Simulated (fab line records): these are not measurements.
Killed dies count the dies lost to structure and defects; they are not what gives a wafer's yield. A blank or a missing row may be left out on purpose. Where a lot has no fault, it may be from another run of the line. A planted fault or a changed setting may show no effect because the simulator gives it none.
fab line records    flow n5_finfet    part 2 of 2: steps 22 to 30 of 30
record: lots: 5  wafers: 15  last_day: 18
route steps=1938 shown BEOL_M5@1156
lots that met no fault: from a run of the same line without faults
start_h: start of the lot's first displayed wafer, in hours after the record's first day    wait_h: hours from the lot's prior step to this one    " unchanged from the row above    L1.1+2: a row that stands for several wafers    - either no value or no given start    * or withheld: withheld    < > ~ a bound
route shown NAME@n: NAME is a module with steps in the file, n the number in the route of the first one    usual: the fault-free wafers' mean and standard deviation    same: alike in all rows    chamber/n: place in a boat    sites: each site's reading    _std_site: the standard deviation of these    _edge_site: mean of outer sites minus mean of inner sites    radius_mm: how far each site lies from the wafer's centre    mask NAME#n: copy n    behind: the most recent tool/chamber to have shaped the wafer    hold: cause of the lot's hold/its duration in hours/its outcome    device: the n, p or np transistor that did not switch    end of line: at the end of the route, the tests of the same wafers    where a step has no rows: the recipe by itself    killed: dies lost to structure and defects at the first sort, not the wafer's yield    map: a wafer's dies, x killed, . not, _ none there
set.NAME: the setting as run; set.NAME@STEP: as run at that earlier step    model.NAME: the simulator's own value behind a step, which no gauge read
lots at selected steps of the route; one table per step, one row per wafer
services: when a tool's chamber went out of use (start_h, in hours from the record's first day, below 0 if earlier), for how many hours, and the reason
== steps ==
step: N5_BEOL_M5_SPUTTER_81
recipe: material: Cu  target_thk_a: 150  temp_c: -20  chamber_pressure_pa: 0.07  power_w: withheld  time_s: 27.62
usual: susceptor_temp_C: -20.00/0.1  throttle_valve_pct: 30.4/1.1
lot.wafer  tool            chamber  start_h  wait_h  susceptor_temp_C  throttle_valve_pct
L075.1     pvd_sputter-02  -        200.10   0.5     -20.03            30.2
L075.2     "               -        "        "       -19.97            31.6
L075.5     "               -        "        "       -19.94            31.7
L094.3     pvd_sputter-03  -        309.32   0.5     -19.91            29.5
L094.5     "               -        "        "       -20.03            29.3
L094.6     "               -        "        "       -19.96            31.6
L095.1     pvd_sputter-01  -        319.00   0.5     -19.96            29.9
L095.3     "               -        "        "       -19.97            29.4
L095.5     "               -        "        "       -20.13            29.5
L097.1     pvd_sputter-02  -        319.10   0.5     -19.92            30.4
L097.2     "               -        "        "       -19.97            31.5
L097.3     "               -        "        "       -20.05            30.1
L096.1     pvd_sputter-02  -        329.33   0.5     -20.12            30.3
L096.4     "               -        "        "       -19.94            31.9
L096.6     "               -        "        "       -19.90            30.1
step: N5_BEOL_M5_ANNEAL_82
recipe: temp_c: 400  time_s: 1800  ambient: vacuum
usual: heater_power_w: 826/81  susceptor_temp_C: 399.99/0.22
lot.wafer  tool            chamber  start_h  wait_h  heater_power_w  susceptor_temp_C
L075.1     pvd_sputter-02  -        200.18   0.0     781             400.35
L075.2     "               -        "        "       762             399.82
L075.5     "               -        "        "       776             400.20
L094.3     pvd_sputter-03  -        309.40   0.0     816             400.13
L094.5     "               -        "        "       807             399.91
L094.6     "               -        "        "       853             399.35
L095.1     pvd_sputter-01  -        319.08   0.0     802             399.69
L095.3     "               -        "        "       874             400.08
L095.5     "               -        "        "       899             399.99
L097.1     pvd_sputter-02  -        319.18   0.0     779             399.88
L097.2     "               -        "        "       764             399.94
L097.3     "               -        "        "       920             400.09
L096.1     pvd_sputter-02  -        329.41   0.0     928             399.89
L096.4     "               -        "        "       951             400.05
L096.6     "               -        "        "       943             400.21
step: N5_BEOL_M5_SPUTTER_83
recipe: material: Cu  target_thk_a: 150  temp_c: -20  chamber_pressure_pa: 0.07  power_w: withheld  time_s: 27.62
usual: susceptor_temp_C: -19.99/0.11  throttle_valve_pct: 30.4/1.1
lot.wafer  tool            chamber  start_h  wait_h  susceptor_temp_C  throttle_valve_pct
L075.1     pvd_sputter-02  -        201.18   0.5     -20.11            30.1
L075.2     "               -        "        "       -20.17            31.6
L075.5     "               -        "        "       -20.14            31.7
L094.3     pvd_sputter-03  -        310.40   0.5     -19.94            29.5
L094.5     "               -        "        "       -19.93            29.4
L094.6     "               -        "        "       -20.07            31.6
L095.1     pvd_sputter-01  -        320.09   0.5     -19.97            29.8
L095.3     "               -        "        "       -20.06            29.4
L095.5     "               -        "        "       -20.06            29.3
L097.1     pvd_sputter-02  -        320.19   0.5     -20.00            30.3
L097.2     "               -        "        "       -19.93            31.5
L097.3     "               -        "        "       -19.90            29.9
L096.1     pvd_sputter-02  -        330.42   0.5     -19.91            30.0
L096.4     "               -        "        "       -20.03            32.0
L096.6     "               -        "        "       -20.02            30.0
step: N5_BEOL_M5_ANNEAL_84
recipe: temp_c: 400  time_s: 1800  ambient: vacuum
usual: heater_power_w: 827/79  susceptor_temp_C: 399.99/0.21
lot.wafer  tool            chamber  start_h  wait_h  heater_power_w  susceptor_temp_C
L075.1     pvd_sputter-02  -        201.26   0.0     794             400.18
L075.2     "               -        "        "       782             400.05
L075.5     "               -        "        "       762             400.22
L094.3     pvd_sputter-03  -        310.48   0.0     816             400.10
L094.5     "               -        "        "       821             400.25
L094.6     "               -        "        "       859             400.05
L095.1     pvd_sputter-01  -        320.17   0.0     772             400.25
L095.3     "               -        "        "       888             399.57
L095.5     "               -        "        "       889             399.63
L097.1     pvd_sputter-02  -        320.27   0.0     777             400.03
L097.2     "               -        "        "       763             399.78
L097.3     "               -        "        "       941             400.17
L096.1     pvd_sputter-02  -        330.50   0.0     917             400.22
L096.4     "               -        "        "       965             400.00
L096.6     "               -        "        "       940             400.46
step: N5_BEOL_M5_SPUTTER_88
recipe: material: Cu  target_thk_a: 150  temp_c: -20  chamber_pressure_pa: 0.07  power_w: withheld  time_s: 27.62
usual: susceptor_temp_C: -20.01/0.11  throttle_valve_pct: 30.4/1.1
lot.wafer  tool            chamber  start_h  wait_h  susceptor_temp_C  throttle_valve_pct
L075.1     pvd_sputter-02  -        202.27   0.5     -19.87            30.3
L075.2     "               -        "        "       -20.10            31.7
L075.5     "               -        "        "       -20.20            31.8
L094.3     pvd_sputter-03  -        311.49   0.5     -20.01            29.5
L094.5     "               -        "        "       -20.07            29.5
L094.6     "               -        "        "       -20.02            31.5
L095.1     pvd_sputter-01  -        321.18   0.5     -20.13            29.9
L095.3     "               -        "        "       -20.06            29.4
L095.5     "               -        "        "       -19.98            29.4
L097.1     pvd_sputter-02  -        321.28   0.5     -19.93            30.1
L097.2     "               -        "        "       -19.88            31.7
L097.3     "               -        "        "       -20.08            30.1
L096.1     pvd_sputter-02  -        331.50   0.5     -20.08            30.1
L096.4     "               -        "        "       -20.04            32.0
L096.6     "               -        "        "       -19.99            30.2
step: N5_BEOL_M5_ANNEAL_89
recipe: temp_c: 400  time_s: 1800  ambient: vacuum
usual: heater_power_w: 826/81  susceptor_temp_C: 400.00/0.22
lot.wafer  tool            chamber  start_h  wait_h  heater_power_w  susceptor_temp_C
L075.1     pvd_sputter-02  -        202.35   0.0     786             399.86
L075.2     "               -        "        "       787             400.06
L075.5     "               -        "        "       783             400.13
L094.3     pvd_sputter-03  -        311.57   0.0     813             399.61
L094.5     "               -        "        "       815             400.11
L094.6     "               -        "        "       861             400.10
L095.1     pvd_sputter-01  -        321.26   0.0     780             399.73
L095.3     "               -        "        "       880             400.19
L095.5     "               -        "        "       867             400.19
L097.1     pvd_sputter-02  -        321.36   0.0     807             400.32
L097.2     "               -        "        "       766             400.54
L097.3     "               -        "        "       915             400.03
L096.1     pvd_sputter-02  -        331.58   0.0     934             399.96
L096.4     "               -        "        "       961             399.95
L096.6     "               -        "        "       944             400.15
step: N5_BEOL_M5_SPUTTER_90
recipe: material: Cu  target_thk_a: 45  temp_c: -20  chamber_pressure_pa: 0.07  power_w: withheld  time_s: 8.29
usual: susceptor_temp_C: -20.00/0.1  throttle_valve_pct: 30.4/1.1
lot.wafer  tool            chamber  start_h  wait_h  susceptor_temp_C  throttle_valve_pct
L075.1     pvd_sputter-02  -        203.36   0.5     -19.89            30.3
L075.2     "               -        "        "       -19.99            31.4
L075.5     "               -        "        "       -20.18            31.9
L094.3     pvd_sputter-03  -        312.58   0.5     -20.08            29.3
L094.5     "               -        "        "       -19.98            29.5
L094.6     "               -        "        "       -20.05            31.5
L095.1     pvd_sputter-01  -        322.26   0.5     -19.89            30.1
L095.3     "               -        "        "       -19.93            29.2
L095.5     "               -        "        "       -19.89            29.2
L097.1     pvd_sputter-02  -        322.36   0.5     -19.89            30.3
L097.2     "               -        "        "       -19.97            31.8
L097.3     "               -        "        "       -20.02            30.0
L096.1     pvd_sputter-02  -        332.59   0.5     -20.02            30.1
L096.4     "               -        "        "       -20.08            32.0
L096.6     "               -        "        "       -20.02            30.1
step: N5_BEOL_M5_ECD_50
recipe: material: Cu  target_thk_a: 3000
lot.wafer   tool       chamber  start_h  wait_h
L075.1+2+5  ecd_cu-01  1,0,0    203.47   0.1
L094.3+5+6  ecd_cu-01  0,1,0    312.73   0.1
L095.1+3+5  ecd_cu-02  1,0,0    322.38   0.1
L097.1+2+3  ecd_cu-01  1,0,0    322.48   0.1
L096.1+4+6  ecd_cu-01  0        332.71   0.1
step: N5_BEOL_M5_ANNEAL_51
recipe: temp_c: 225  time_s: 90  ambient: N2
usual: wafer_temp_C_max: 225.99/0.28
lot.wafer  tool           chamber  start_h  wait_h  wafer_temp_C_max
L075.1     rtp_anneal-01  0        203.80   0.3     225.94
L075.2     "              0        "        "       226.58
L075.5     "              0        "        "       225.77
L094.3     rtp_anneal-01  0        312.98   0.2     226.27
L094.5     "              0        "        "       225.96
L094.6     "              0        "        "       226.00
L095.1     rtp_anneal-02  0        322.47   0.1     225.79
L095.3     "              0        "        "       225.81
L095.5     "              0        "        "       225.72
L097.1     rtp_anneal-01  0        322.57   0.1     226.22
L097.2     "              0        "        "       226.29
L097.3     "              0        "        "       226.30
L096.1     rtp_anneal-02  0        332.79   0.1     225.83
L096.4     "              0        "        "       225.89
L096.6     "              0        "        "       225.79
== services ==
tool           chamber  start_h  hours  kind
uv_cure-02     -        183.86   1.3    repair
rie_diel-04    3        195.40   5.2    repair
ald_metal-04   -        206.17   0.3    repair
rie_diel-04    -        207.32   0.2    repair
uv_cure-01     -        217.50   4.4    repair
ald_metal-04   -        220.59   2.8    pm
rie_diel-03    0        226.00   -      clean
ecd_cu-02      -        240.35   4.2    repair
cvd_co-01      -        245.95   6.9    pm
uv_cure-03     -        249.72   1.2    repair
uv_cure-02     -        259.75   6.0    pm
rtp_anneal-02  -        259.79   3.4    pm
uv_cure-02     -        265.75   1.0    pm
rie_diel-03    3        274.63   5.6    repair
cvd_co-02      -        284.48   3.8    pm
uv_cure-02     -        299.32   24.9   pm
wet_bench-04   -        311.33   1.9    pm
rie_diel-06    0        315.95   -      clean
rie_diel-06    0        315.95   -      consumable_replace:focus_ring
rie_diel-06    0        315.95   21.4   scheduled_down
rie_diel-06    0        315.95   21.4   vent_cycle
cvd_co-01      2        319.64   1.8    repair
ecd_cu-02      -        329.95   0.3    repair
ecd_cu-02      -        332.35   2.3    repair
